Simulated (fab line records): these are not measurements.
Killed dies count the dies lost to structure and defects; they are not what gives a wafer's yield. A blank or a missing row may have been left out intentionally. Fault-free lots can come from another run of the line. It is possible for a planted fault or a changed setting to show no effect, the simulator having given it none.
fab line records -- flow n5Finfet
record: lots: 6, wafers: 18, lastDay: 18
route steps=1938 shown BEOL_M12@1637
lots that met no fault: from a run of the same line without faults
startH: hours from the record's first day to the start of the lot's first wafer shown -- waitH: hours elapsed since this lot's preceding step -- " the same as in the row above -- L1.1+2: several wafers, shown together as one row -- - no value present, or no start provided -- * or withheld: withheld -- < > ~ a bound
route shown NAME@n: a module of which the file shows steps, and the number in the route of the first -- usual: mean and standard deviation over wafers with no fault -- same: alike in all rows -- chamber/n: place in a boat -- sites: the reading at each site -- _std_site: standard deviation across them -- _edge_site: outer sites' mean less inner sites' -- radiusMm: how far each site lies from the wafer's centre -- mask NAME#n: copy n -- behind: tool/chamber where the wafer was last shaped -- hold: cause of the lot's hold/its duration in hours/its outcome -- device: names the non-switching transistor (n, p or np) -- end of line: the same wafers' tests at the end of the route -- for a step that has no rows: nothing shown but its recipe -- killed: dies lost to structure and defects at the first sort, not the wafer's yield -- map: shows each die of a wafer: x if killed, . if not, _ if none is there
set.NAME: setting as actually run; set.NAME@STEP: the setting as run at that earlier step -- model.NAME: the simulator's own value behind a step, which no gauge read
lots at some steps of the route; a table a step, a row a wafer
services: the hour from which a tool's chamber was out of use, counted from the record's first day as startH (under 0 if before that day), plus the number of hours and why
== steps ==
step: N5_BEOL_M12_ETCH_68
recipe: chemistry: N2/H2, target: SOC, maskMaterial: SiARC, sourceW: 3000, biasW: 350, tempC: 40, timeS: 285, ionEnergyEv: 200, pressureMtorr: 30, n2FlowSccm: 200, h2FlowSccm: 200
step: N5_BEOL_M12_STRIP_69
recipe: chemistry: N2/H2, tempC: 40, n2FlowSccm: 200, h2FlowSccm: 200, rfFrequencyHz: 6e+07
step: N5_BEOL_M12_TRENCH_ETCH_34
recipe: chemistry: C4F8/O2/Ar, target: SiOC, targetDepthA: 3189.5, maskMaterial: SOC, pressureMtorr: 30, sourceW: 3000, biasW: 700, Ar_flow_sccm: 400, C4F8_flow_sccm: 15, O2_flow_sccm: 8, heInnerTorr: 15, heOuterTorr: 30, timeS: 125.5, ionEnergyEv: 250
usual: O2_flow_sccm: 8.000/0.025, drypumpMotorCurrentA: 5.7/0.48, heOuterTorr: 29.99/0.054, oesProductAu: 0.81/0.099, rfVppV: 666/4.3, showerheadPlenumPTorr: 3.43/0.15, throttleValvePct: 24.19/0.22
lot.wafer,tool,chamber,startH,waitH,O2_flow_sccm,drypumpMotorCurrentA,heOuterTorr,oesProductAu,rfHoursCounterH,rfVppV,showerheadPlenumPTorr,throttleValvePct
L703.2,rieDiel-01,0,280.89,0.0,7.997,5.5,30.03,0.75,122,665,3.43,24.02
L703.4,rieDiel-01,2,280.89,0.0,7.972,6.3,29.98,0.94,-,668,3.48,23.79
L703.5,rieDiel-01,1,280.89,0.0,8.009,6.1,29.97,0.68,-,664,3.36,24.41
L704.1,rieDiel-06,2,288.11,0.0,7.993,5.5,30.10,0.67,251,659,3.21,24.13
L704.4,rieDiel-06,3,288.11,0.0,8.024,5.7,29.95,0.75,-,671,3.54,24.29
L704.5,rieDiel-06,2,288.11,0.0,8.014,5.6,29.98,0.66,-,661,3.21,24.13
L708.3,rieDiel-05,2,309.30,0.0,7.953,5.5,30.01,0.89,31,671,3.64,23.94
L708.4,rieDiel-05,0,309.30,0.0,7.982,5.3,30.06,0.72,-,658,3.13,24.54
L708.6,rieDiel-05,1,309.30,0.0,7.975,6.6,30.07,0.88,-,671,3.63,24.44
L713.1,rieDiel-01,2,323.71,0.0,8.046,6.4,29.91,0.91,27,668,3.47,23.80
L713.2,rieDiel-01,3,323.71,0.0,8.008,5.3,30.10,0.93,14,664,3.37,23.89
L713.3,rieDiel-01,0,323.71,0.0,7.966,5.4,30.00,0.75,138,665,3.42,24.04
L715.2,rieDiel-01,2,357.17,0.0,8.006,6.4,29.89,0.87,38,667,3.47,23.82
L715.5,rieDiel-01,0,357.17,0.0,8.003,5.5,29.90,0.73,-,666,3.41,24.06
L715.6,rieDiel-01,1,357.17,0.0,7.993,6.1,30.02,0.94,-,664,3.35,24.16
L716.2,rieDiel-05,0,385.80,0.0,7.965,5.3,29.96,0.70,234,660,3.12,24.57
L716.4,rieDiel-05,1,385.80,0.0,7.970,6.6,30.00,0.86,84,669,3.61,24.47
L716.5,rieDiel-05,1,385.80,0.0,7.977,6.6,29.99,0.85,-,671,3.61,24.47
step: N5_BEOL_M12_STRIP_70
recipe: chemistry: C4F8/O2/Ar, resist: SiARC, rfFrequencyHz: 6e+07
step: N5_BEOL_M12_OCD_MEAS_35
usual: trenchDepthNm: 318/4.6
lot.wafer,tool,chamber,startH,waitH,trenchDepthNm
L703.2,ocd-01,-,281.05,0.0,319
L703.4,ocd-01,-,281.05,0.0,325
L703.5,ocd-01,-,281.05,0.0,312
L704.1,ocd-01,-,288.26,0.0,312
L704.4,ocd-01,-,288.26,0.0,320
L704.5,ocd-01,-,288.26,0.0,311
L708.3,ocd-02,-,309.46,0.0,321
L708.4,ocd-02,-,309.46,0.0,320
L708.6,ocd-02,-,309.46,0.0,325
L713.1,ocd-02,-,323.86,0.0,324
L713.2,ocd-02,-,323.86,0.0,322
L713.3,ocd-02,-,323.86,0.0,317
L715.2,ocd-02,-,357.33,0.0,318
L715.5,ocd-02,-,357.33,0.0,311
L715.6,ocd-02,-,357.33,0.0,319
L716.2,ocd-02,-,385.95,0.0,313
L716.4,ocd-02,-,385.95,0.0,327
L716.5,ocd-02,-,385.95,0.0,324
step: N5_BEOL_M12_STRIP_37
recipe: chemistry: N2/H2, powerW: 1000, tempC: 250, h2Frac: 0.65, overashFraction: 0.3, pressureMtorr: withheld, n2FlowSccm: 1750, h2FlowSccm: 3250
step: N5_BEOL_M12_ETCH_38
recipe: chemistry: CF4/N2, target: SiCN, targetDepthA: 687, taperDeg: 2, timeS: 73.4, ionEnergyEv: 150, maskMaterial: SiO2, pressureMtorr: 40, sourceW: 430, biasW: 70, Ar_flow_sccm: 100, cf4FlowSccm: 60, n2FlowSccm: 60
usual: drypumpMotorCurrentA: 5.8/0.43, oesProductAu: 0.82/0.1, rfVppV: 382.7/2.4, showerheadPlenumPTorr: 2.22/0.093, throttleValvePct: 15.41/0.24
lot.wafer,tool,chamber,startH,waitH,drypumpMotorCurrentA,oesProductAu,rfHoursCounterH,rfVppV,showerheadPlenumPTorr,throttleValvePct
L703.2,rieDiel-06,1,283.22,-,5.8,0.91,20,380.6,2.18,15.39
L703.4,rieDiel-06,3,283.22,-,5.7,0.75,164,384.7,2.29,15.57
L703.5,rieDiel-06,0,283.22,-,6.0,0.72,-,383.6,2.28,15.50
L704.1,rieDiel-01,0,288.41,-,5.4,0.75,126,381.0,2.21,15.30
L704.4,rieDiel-01,2,288.41,-,6.3,0.93,14,383.6,2.25,15.03
L704.5,rieDiel-01,3,288.41,-,5.3,0.97,-,380.5,2.17,15.07
L708.3,rieDiel-06,1,310.00,-,5.8,0.88,-,381.5,2.18,15.42
L708.4,rieDiel-06,0,310.00,-,6.0,0.71,-,384.0,2.27,15.51
L708.6,rieDiel-06,0,310.00,-,6.0,0.71,-,383.4,2.27,15.50
L713.1,rieDiel-06,2,324.72,-,5.6,0.99,5,387.2,2.34,15.07
L713.2,rieDiel-06,0,324.72,-,6.0,0.70,199,383.7,2.27,15.51
L713.3,rieDiel-06,3,324.72,-,5.7,0.74,178,385.0,2.28,15.61
L715.2,rieDiel-01,0,359.56,-,5.5,0.72,151,381.6,2.20,15.33
L715.5,rieDiel-01,2,359.56,-,6.3,0.89,-,381.8,2.24,15.08
L715.6,rieDiel-01,3,359.56,-,5.3,0.90,-,379.6,2.17,15.11
L716.2,rieDiel-06,0,386.68,-,6.0,0.70,219,383.9,2.26,15.56
L716.4,rieDiel-06,3,386.68,-,5.7,0.73,198,385.0,2.28,15.63
L716.5,rieDiel-06,1,386.68,-,5.8,0.86,-,381.5,2.17,15.44
step: N5_BEOL_M12_PRECLEAN_39
recipe: chemistry: residueRemover, timeS: 60, tempC: 40
step: N5_BEOL_M12_SRD_40
recipe: timeS: 30, tempC: 23, rinseLiquid: diw, dry: n2Spin, spinRpm: 1500, dryTimeS: 30
step: N5_BEOL_M12_DEGAS_41
recipe: ambient: vacuum, tempC: 250, timeS: 60
step: N5_BEOL_M12_PRE_CLEAN_42
recipe: gas: H2/He, timeS: 30, tempC: 250
usual: heaterPowerW: 319/32
lot.wafer,tool,chamber,startH,waitH,heaterPowerW
L703.2,pvdSputter-02,-,283.49,0.0,263
L703.4,pvdSputter-02,-,283.49,0.0,396
L703.5,pvdSputter-02,-,283.49,0.0,331
L704.1,pvdSputter-01,-,288.80,0.0,326
L704.4,pvdSputter-01,-,288.80,0.0,302
L704.5,pvdSputter-01,-,288.80,0.0,339
L708.3,pvdSputter-02,-,310.42,0.0,337
L708.4,pvdSputter-02,-,310.42,0.0,402
L708.6,pvdSputter-02,-,310.42,0.0,318
L713.1,pvdSputter-02,-,327.51,0.0,401
L713.2,pvdSputter-02,-,327.51,0.0,313
L713.3,pvdSputter-02,-,327.51,0.0,260
L715.2,pvdSputter-03,-,360.26,0.0,324
L715.5,pvdSputter-03,-,360.26,0.0,339
L715.6,pvdSputter-03,-,360.26,0.0,302
L716.2,pvdSputter-03,-,387.15,0.0,324
L716.4,pvdSputter-03,-,387.15,0.0,310
L716.5,pvdSputter-03,-,387.15,0.0,336
step: N5_BEOL_M12_SPUTTER_43
recipe: material: TaN, targetThkA: 150, tempC: 50, biasV: 168.6, powerW: 15000, chamberPressurePa: 0.12, timeS: 24.19
usual: biasV: 168.6/1.6, cathodeDcPowerW: 14999/3.2, chamberPressurePa: 0.11998/0.00026, throttleValvePct: 30.0/1.5
lot.wafer,tool,chamber,startH,waitH,biasV,cathodeDcPowerW,chamberPressurePa,throttleValvePct
L703.2,pvdSputter-02,-,283.53,0.0,169.6,14997,0.11958,32.4
L703.4,pvdSputter-02,-,283.53,0.0,168.1,15002,0.12028,29.2
L703.5,pvdSputter-02,-,283.53,0.0,169.5,14995,0.12006,28.3
L704.1,pvdSputter-01,-,288.84,0.0,170.1,15004,0.1201,29.6
L704.4,pvdSputter-01,-,288.84,0.0,166.4,15001,0.12001,30.4
L704.5,pvdSputter-01,-,288.84,0.0,167.6,14996,0.1201,29.9
L708.3,pvdSputter-02,-,310.46,0.0,165.2,15002,0.11988,28.6
L708.4,pvdSputter-02,-,310.46,0.0,167.1,14998,0.11995,29.3
L708.6,pvdSputter-02,-,310.46,0.0,166.9,15004,0.12009,30.9
L713.1,pvdSputter-02,-,327.55,0.0,168.5,15004,0.12036,29.1
L713.2,pvdSputter-02,-,327.55,0.0,170.3,14999,0.1198,31.1
L713.3,pvdSputter-02,-,327.55,0.0,168.9,14999,0.11983,32.7
L715.2,pvdSputter-03,-,360.30,0.0,170.8,15000,0.1204,28.4
L715.5,pvdSputter-03,-,360.30,0.0,169.0,14994,0.12005,30.8
L715.6,pvdSputter-03,-,360.30,0.0,169.9,14993,0.11985,27.8
L716.2,pvdSputter-03,-,387.19,0.0,168.4,15001,0.12011,28.3
L716.4,pvdSputter-03,-,387.19,0.0,167.9,14994,0.11987,27.7
L716.5,pvdSputter-03,-,387.19,0.0,166.2,14997,0.12006,28.5
step: N5_BEOL_M12_SPUTTER_44
recipe: material: Ta, targetThkA: 100, tempC: 50, biasV: 80, powerW: 15000, chamberPressurePa: 0.07, timeS: 16.13
usual: biasV: 80.0/0.78, cathodeDcPowerW: 15000/2.6, chamberPressurePa: 0.07/0.00013, throttleValvePct: 30.0/1.5
lot.wafer,tool,chamber,startH,waitH,biasV,cathodeDcPowerW,chamberPressurePa,throttleValvePct,model.Ta_of_BEOL_M12_SPUTTER_44.thkNm
L703.2,pvdSputter-02,-,283.61,0.0,79.7,15003,0.06987,32.6,10
L703.4,pvdSputter-02,-,283.61,0.0,81.0,14996,0.07012,28.9,9.8
L703.5,pvdSputter-02,-,283.61,0.0,80.5,15004,0.07001,28.6,9.8
L704.1,pvdSputter-01,-,288.92,0.0,80.1,15001,0.07003,29.9,10.2
L704.4,pvdSputter-01,-,288.92,0.0,81.2,15000,0.07014,30.5,10.2
L704.5,pvdSputter-01,-,288.92,0.0,79.7,14998,0.07013,30.1,10.2
L708.3,pvdSputter-02,-,310.54,0.0,80.2,14999,0.06998,28.4,9.6
L708.4,pvdSputter-02,-,310.54,0.0,80.7,14998,0.06975,29.1,10
L708.6,pvdSputter-02,-,310.54,0.0,78.6,9657.7,0.06997,30.8,6.4
L713.1,pvdSputter-02,-,327.63,0.0,80.2,14999,0.07013,29.2,10
L713.2,pvdSputter-02,-,327.63,0.0,79.8,9655.8,0.06968,31.0,6.4
L713.3,pvdSputter-02,-,327.63,0.0,79.9,14998,0.06984,32.8,10
L715.2,pvdSputter-03,-,360.38,0.0,80.8,15003,0.07006,28.5,10.2
L715.5,pvdSputter-03,-,360.38,0.0,81.7,14998,0.06976,31.1,10
L715.6,pvdSputter-03,-,360.38,0.0,79.3,15000,0.06984,27.9,10
L716.2,pvdSputter-03,-,387.27,0.0,80.0,14999,0.06995,28.5,10.2
L716.4,pvdSputter-03,-,387.27,0.0,79.1,15004,0.06993,28.2,10
L716.5,pvdSputter-03,-,387.27,0.0,80.6,15001,0.06992,28.7,10.2
step: N5_BEOL_M12_SPUTTER_45
recipe: material: Cu, targetThkA: 800, tempC: -20, biasV: 60, powerW: 26000, chamberPressurePa: 0.13, timeS: 13.33
step: N5_BEOL_M12_ECD_47
recipe: material: Cu, targetThkA: 7200
step: N5_BEOL_M12_ANNEAL_48
recipe: tempC: 225, timeS: 90, ambient: N2
usual: wafer_temp_C_max: 226.0/0.35
lot.wafer,tool,chamber,startH,waitH,wafer_temp_C_max
L703.2,rtpAnneal-02,0,284.00,0.1,225.8
L703.4,rtpAnneal-02,0,284.00,0.1,225.9
L703.5,rtpAnneal-02,0,284.00,0.1,225.9
L704.1,rtpAnneal-02,0,289.26,0.1,225.8
L704.4,rtpAnneal-02,0,289.26,0.1,225.8
L704.5,rtpAnneal-02,0,289.26,0.1,225.8
L708.3,rtpAnneal-01,0,310.98,0.2,226.6
L708.4,rtpAnneal-01,0,310.98,0.2,226.2
L708.6,rtpAnneal-01,0,310.98,0.2,226.2
L713.1,rtpAnneal-01,0,328.14,0.3,226.0
L713.2,rtpAnneal-01,0,328.14,0.3,226.0
L713.3,rtpAnneal-01,0,328.14,0.3,226.6
L715.2,rtpAnneal-02,0,360.77,0.1,225.6
L715.5,rtpAnneal-02,0,360.77,0.1,225.6
L715.6,rtpAnneal-02,0,360.77,0.1,225.6
L716.2,rtpAnneal-02,0,388.04,0.4,225.8
L716.4,rtpAnneal-02,0,388.04,0.4,225.9
L716.5,rtpAnneal-02,0,388.04,0.4,225.7
step: N5_BEOL_M12_CMP_49
recipe: stopOn: SiOC, tOverpolishS: 20.6, downForcePsi: 1, platenRpm: 50, clearingPlatenDownForcePsi: 1.5, clearingPlatenRpm: 50, postCmpClean: cuAlkaline, targetThkNm: 320, clearingPlatenPadVelocityMS: 0.99484, padVelocityMS: 0.99484
usual: barrierFieldEndpointS: 30.4/0.81, motorCurrentA: 6.1/0.77
lot.wafer,tool,chamber,startH,waitH,barrierFieldEndpointS,motorCurrentA
L703.2,cmp-02,0,284.25,0.2,30.4,6.9
L703.4,cmp-02,1,284.25,0.2,30.7,6.2
L703.5,cmp-02,0,284.25,0.2,30.3,7.6
L704.4,cmp-04,2,289.56,0.1,31.5,6.7
L704.1,cmp-04,3,289.56,0.1,30.9,5.2
L704.5,cmp-04,2,289.56,0.1,30.1,6.8
L708.3,cmp-02,3,311.22,0.2,29.4,5.7
L708.4,cmp-02,1,311.22,0.2,29.8,6.1
L708.6,cmp-02,2,311.22,0.2,24.6,7.3
L713.1,cmp-04,3,328.44,0.3,32.0,5.0
L713.3,cmp-04,1,328.44,0.3,30.0,6.6
L713.2,cmp-04,2,328.44,0.3,26.8,6.7
L715.2,cmp-02,3,361.13,0.3,30.3,6.2
L715.5,cmp-02,0,361.13,0.3,29.5,7.1
L715.6,cmp-02,1,361.13,0.3,30.2,6.0
L716.4,cmp-04,3,388.29,0.1,30.6,4.9
L716.2,cmp-04,0,388.29,0.1,30.8,4.8
L716.5,cmp-04,3,388.29,0.1,30.6,4.9
step: N5_BEOL_M12_THK_MEAS_50
recipe: thkMeasGauge: xrf, reads: Cu_of_BEOL_M12_ECD_47
usual: M12_THK: 324/5.5
lot.wafer,tool,chamber,startH,waitH,M12_THK[nm]
L703.2,filmMetro-02,-,284.54,-,326
L703.4,filmMetro-02,-,284.54,-,336
L703.5,filmMetro-02,-,284.54,-,320
L704.1,filmMetro-02,-,289.85,-,323
L704.4,filmMetro-02,-,289.85,-,327
L704.5,filmMetro-02,-,289.85,-,318
L708.3,filmMetro-01,-,311.48,-,326
L708.4,filmMetro-01,-,311.48,-,324
L708.6,filmMetro-01,-,311.48,-,335
L713.1,filmMetro-02,-,328.74,-,335
L713.2,filmMetro-02,-,328.74,-,334
L713.3,filmMetro-02,-,328.74,-,325
L715.2,filmMetro-02,-,361.31,-,323
L715.5,filmMetro-02,-,361.31,-,318
L715.6,filmMetro-02,-,361.31,-,327
L716.2,filmMetro-01,-,388.59,-,315
L716.4,filmMetro-01,-,388.59,-,331
L716.5,filmMetro-01,-,388.59,-,328
== services ==
tool,chamber,startH,hours,kind
rieDiel-01,3,260.69,-,clean
rieDiel-01,3,260.69,-,consumableReplace:focusRing
rieDiel-01,3,260.69,22.1,scheduledDown
rieDiel-01,3,260.69,22.1,ventCycle
cmp-04,-,265.44,5.6,pm
rieDiel-06,2,288.52,-,clean
rieDiel-06,2,288.52,-,consumableReplace:focusRing
rieDiel-06,2,288.52,-,consumableReplace:showerhead
rieDiel-06,2,288.52,22.3,scheduledDown
rieDiel-06,2,288.52,22.3,ventCycle
pvdSputter-01,-,297.03,20.4,repair
cmp-04,-,302.21,1.7,repair
cmp-02,-,303.99,1.4,repair
rieDiel-06,3,309.61,11.3,repair
rieDiel-01,1,318.59,-,clean
rieDiel-01,1,318.59,-,consumableReplace:focusRing
rieDiel-01,1,318.59,20.4,scheduledDown
rieDiel-01,3,331.39,3.3,repair
pvdSputter-02,-,335.00,4.1,repair
rtpAnneal-02,-,339.43,9.0,pm
cmp-02,-,347.15,3.7,repair
rieDiel-06,2,357.44,6.5,repair
cmp-02,-,363.15,1.5,repair
rieDiel-05,3,367.90,10.7,repair
== key ==
firstSign: step: N5_BEOL_M12_SPUTTER_44, reading: cathodeDcPowerW, direction: down, sigmas: 99+, usual: *, struck: *
effect: step: N5_BEOL_M12_CMP_49, reading: barrierFieldEndpointS, direction: down, sigmas: 5.9, usual: 30.4, struck: 25.7
modelEffect: step: N5_BEOL_M12_SPUTTER_44, value: Ta_of_BEOL_M12_SPUTTER_44.thkNm, without: 10, struck: 6.4
metAt N5_BEOL_M12_SPUTTER_44
struckWafers L708.6,L713.2
fault: kind: processParameterDrift, tool: pvdSputter-02, chamber: -, onsetH: 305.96, steps: N5_BEOL_M12_SPUTTER_44, channel: powerW, offset: *, shape: step, endH: 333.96, actsIn: *, stated: *, scope: struckWafersOnly
